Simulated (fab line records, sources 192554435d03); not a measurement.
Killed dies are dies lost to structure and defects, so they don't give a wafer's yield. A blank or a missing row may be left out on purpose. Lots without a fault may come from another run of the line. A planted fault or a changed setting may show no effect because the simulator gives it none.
Chamber matching | flow n5_finfet | N5_BEOL_M1_STRIP_19 on rie_diel-03: 4 sister chambers
The step strips in O2. 24 wafers are shown with their chamber, then 12 later ones without.

WAFERS WITH THEIR CHAMBER
wafer  | chamber | showerhead_plenum_p_Torr (Torr) | drypump_motor_current_A (A) | throttle_valve_pct (%)
L074.2 | 3       | 2.08                            | 5.6                         | 16.77
L074.3 | 1       | 2.06                            | 6.0                         | 16.49
L074.5 | 1       | 2.06                            | 6.1                         | 16.49
L076.2 | 0       | 2.07                            | 6.3                         | 16.68
L076.4 | 3       | 2.08                            | 5.6                         | 16.81
L076.5 | 0       | 2.07                            | 6.3                         | 16.68
L078.1 | 1       | 2.06                            | 6.0                         | 16.50
L078.3 | 0       | 2.07                            | 6.3                         | 16.69
L078.5 | 3       | 2.08                            | 5.6                         | 16.79
L082.1 | 1       | 2.06                            | 6.0                         | 16.50
L082.3 | 0       | 2.07                            | 6.4                         | 16.69
L082.4 | 2       | 2.09                            | 5.4                         | 16.53
L081.1 | 2       | 2.09                            | 5.4                         | 16.55
L081.2 | 3       | 2.08                            | 5.6                         | 16.81
L081.5 | 0       | 2.07                            | 6.3                         | 16.69
L083.1 | 1       | 2.06                            | 6.0                         | 16.51
L083.3 | 0       | 2.07                            | 6.4                         | 16.69
L083.6 | 0       | 2.07                            | 6.4                         | 16.69
L084.1 | 2       | 2.09                            | 5.5                         | 16.56
L084.3 | 0       | 2.07                            | 6.4                         | 16.71
L084.4 | 1       | 2.06                            | 6.1                         | 16.51
L086.1 | 1       | 2.05                            | 6.0                         | 16.52
L086.2 | 2       | 2.09                            | 5.4                         | 16.57
L086.6 | 2       | 2.09                            | 5.5                         | 16.57

SIGNATURES (means of the wafers above)
reading                  | chamber 0 | chamber 1 | chamber 2 | chamber 3 | scatter within a chamber
showerhead_plenum_p_Torr | 2.0700    | 2.0586    | 2.0900    | 2.0800    | 0.00207
drypump_motor_current_A  | 6.350     | 6.029     | 5.440     | 5.600     | 0.0481
throttle_valve_pct       | 16.6900   | 16.5029   | 16.5560   | 16.7950   | 0.0133
Rule: a wafer's distance from a chamber is the root of the sum, over the readings, of the square of ((its reading less the chamber's mean) divided by the reading's scatter). The wafer belongs to the nearest chamber; if the next one is less than 2 further off, it can't be placed. The scatter: the root of (the sum of the squares of (reading less its chamber's mean) over the shown wafers, divided by (wafers less chambers)).

WAFERS WITHOUT THEIR CHAMBER
wafer  | showerhead_plenum_p_Torr (Torr) | drypump_motor_current_A (A) | throttle_valve_pct (%)
L085.3 | 2.07                            | 6.4                         | 16.71
L085.4 | 2.07                            | 5.6                         | 16.82
L085.6 | 2.05                            | 6.1                         | 16.53
L088.1 | 2.07                            | 6.4                         | 16.71
L088.3 | 2.07                            | 5.6                         | 16.82
L088.5 | 2.05                            | 6.0                         | 16.53
L091.1 | 2.07                            | 6.4                         | 16.73
L091.2 | 2.05                            | 6.0                         | 16.53
L091.4 | 2.07                            | 5.6                         | 16.83
L094.1 | 2.09                            | 5.5                         | 16.58
L094.3 | 2.06                            | 6.4                         | 16.75
L094.4 | 2.06                            | 6.3                         | 16.74

WHICH CHAMBER EACH WENT THROUGH
wafer  | from the rows above | in truth
L085.3 | 0                   | 0
L085.4 | 3                   | 3
L085.6 | 1                   | 1
L088.1 | 0                   | 0
L088.3 | 3                   | 3
L088.5 | 1                   | 1
L091.1 | 0                   | 0
L091.2 | 1                   | 1
L091.4 | 3                   | 3
L094.1 | 2                   | 2
L094.3 | 0                   | 0
L094.4 | 0                   | 0
Placed correctly: 12 of 12. Can't be placed from these rows: 0. Placed wrongly: 0.
